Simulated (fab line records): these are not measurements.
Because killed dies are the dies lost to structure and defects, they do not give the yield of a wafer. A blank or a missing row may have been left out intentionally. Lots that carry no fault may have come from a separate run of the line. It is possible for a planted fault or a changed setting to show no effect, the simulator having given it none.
Struck lot and sound lot, side by side ; flow nand harc ; 14 steps out of a route of 1159
Sound: wafers L671.2, L671.3, L671.5. Wafers struck: L684.2, L684.3, L684.4. The cause comes at the end.
For every step that has rows: the tool of each side, followed by ch and its chambers, followed by its first start. Under that, the readings that differ: sound wafers ; struck wafers ; difference of the means ; sigmas: that difference in standard deviations of wafers without a fault.
alike: same words and numbers on both sides, and readings whose means sit less than 2 such deviations apart. not compared: any withheld reading, any reading some wafer has no value for, any bound like >300 that may hide the same value, and any number with overlapping values for which the record gives no deviation.
A row with sigmas, a row that says differs or no value, or rows on one side alone: a step with any of these is where the two part. Numbers that don't overlap but have no deviation are shown without sigmas and don't part them. A reading missing from all wafers of one side parts the sides only when that side holds two or more wafers.

first, 7 steps without rows for these wafers: NHARC_P_STI_SRD_35; NHARC_P_STI_ETCH_36 (etches SiO2 in dHF, target depth 38.8 nm); NHARC_P_STI_STRIP_24 (strips Si3N4 in H3PO4); NHARC_P_STI_ETCH_37 (etches SiO2 in dHF, target depth 11 nm); NHARC_P_STI_PRECLEAN_38 (cleans in SC1); NHARC_P_STI_SRD_39; NHARC_P_STI_OXIDE_40 (material SiO2, target thk 10 nm, ox time 1362 s).
NHARC_P_STI_INSPECT_25:
  sound on defect inspect-02, day 4 22:51; struck on defect inspect-01, day 8 06:16
  alike: raw defect count
then, 3 steps without rows for these wafers: NHARC_P_GATE_ETCH_69 (etches SiO2 in dHF, target depth 14 nm); NHARC_P_GATE_PRECLEAN_70 (cleans in SC1); NHARC_P_GATE_SRD_01.
NHARC_P_GATE_OXIDE_02: material SiO2, target thk 37.5 nm, ox time 365 s.
  sound on furnace-05 ch 0, day 5 01:54; struck on furnace-05 ch 0, day 8 09:45
reading;sound;struck;difference;sigmas
spike tc bottom C (C);965.9 966.2 966.5;973.9 974.6 972.6;+7.5;+5
spike tc centre C (C);952.1 948.4 951.0;957.8 957.4 957.9;+7.2;+7
spike tc lower C (C);950.2 949.5 950.0;959.2 957.0 958.1;+8.2;+6
spike tc top C (C);963.5 964.3 965.6;970.3 972.2 969.6;+6.2;+4
spike tc upper C (C);951.5 953.4 950.5;958.0 956.5 958.6;+5.9;+3
tube center temp C (C);950.07 950.01 949.97;957.06 956.94 957.2;+7.05;+89
then, 1 step without rows for these wafers: NHARC_P_GATE_DEHYDRATE_03 (time 120 s).
-- jump in the record: it breaks off in module P_GATE and resumes in module END (first step shown: number 1159 of the route), and 17 days separate the struck wafers' starts before and after --
NHARC_END_SORT_01:
  sound on prober-02 ch 0, day 23 01:39; struck on prober-01 ch 0, day 25 16:05
  alike: killed at array, killed at other, killed at periphery, killed dies, killed open, killed short

WHERE THEY PART
NHARC_P_GATE_OXIDE_02 only, going by this record. Later steps at which nothing parts them and some readings are alike: NHARC_END_SORT_01.

WHY: whatever the simulator had introduced
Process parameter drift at NHARC_P_GATE_OXIDE_02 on furnace-05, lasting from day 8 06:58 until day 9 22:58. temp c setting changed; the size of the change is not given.
